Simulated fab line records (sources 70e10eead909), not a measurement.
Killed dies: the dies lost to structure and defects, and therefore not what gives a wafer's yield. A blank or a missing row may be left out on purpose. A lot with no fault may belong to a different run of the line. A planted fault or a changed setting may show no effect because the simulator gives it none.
Matching of chambers | flow nand_harc | 4 sister chambers for NHARC_A_CHANNEL_FILL_D1_ALD_02 on ald_hk-04
The step deposits SiO2, target thk 6 nm, pulse time 10 s, ald cycles 60. 4 wafers are shown with their chamber, then 8 later ones without.

## WAFERS WITH THEIR CHAMBER
wafer  | chamber | heater_power_w (W)
L077.4 | 1       | 420
L085.4 | 3       | 479
L086.3 | 0       | 490
L087.3 | 2       | 463

## WAFERS WITHOUT THEIR CHAMBER
wafer  | heater_power_w (W)
L087.4 | 492
L087.6 | 401
L089.1 | 495
L089.2 | 465
L089.6 | 491
L090.2 | 457
L090.3 | 408
L090.5 | 484

## THE CHAMBER EACH PASSED THROUGH
wafer  | from the rows above          | in truth
L087.4 | can't be placed: 0 or 3      | 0
L087.6 | 1                            | 1
L089.1 | can't be placed: 0 or 3      | 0
L089.2 | can't be placed: 2 or 3      | 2
L089.6 | can't be placed: 0 or 3      | 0
L090.2 | can't be placed: 2 or 3      | 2
L090.3 | 1                            | 1
L090.5 | can't be placed: 3 or 0 or 2 | 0
Correct placement for 2 of the 8. Unplaceable from these rows: 6, with the true chamber sitting among the candidates in 6. Wrongly placed: 0.
How it was worked out, from the rows above alone: a wafer's distance from a chamber is the root of the sum, over the readings, of the square of ((its reading less the chamber's mean) divided by the reading's scatter). The wafer belongs to the nearest chamber; if the next one is less than 2 further off, it can't be placed. For every chamber, the mean is computed from those of its wafers that are shown. The scatter: with one shown wafer a chamber, the root of the mean of the squares of how far each hidden wafer lies from its nearest shown one.
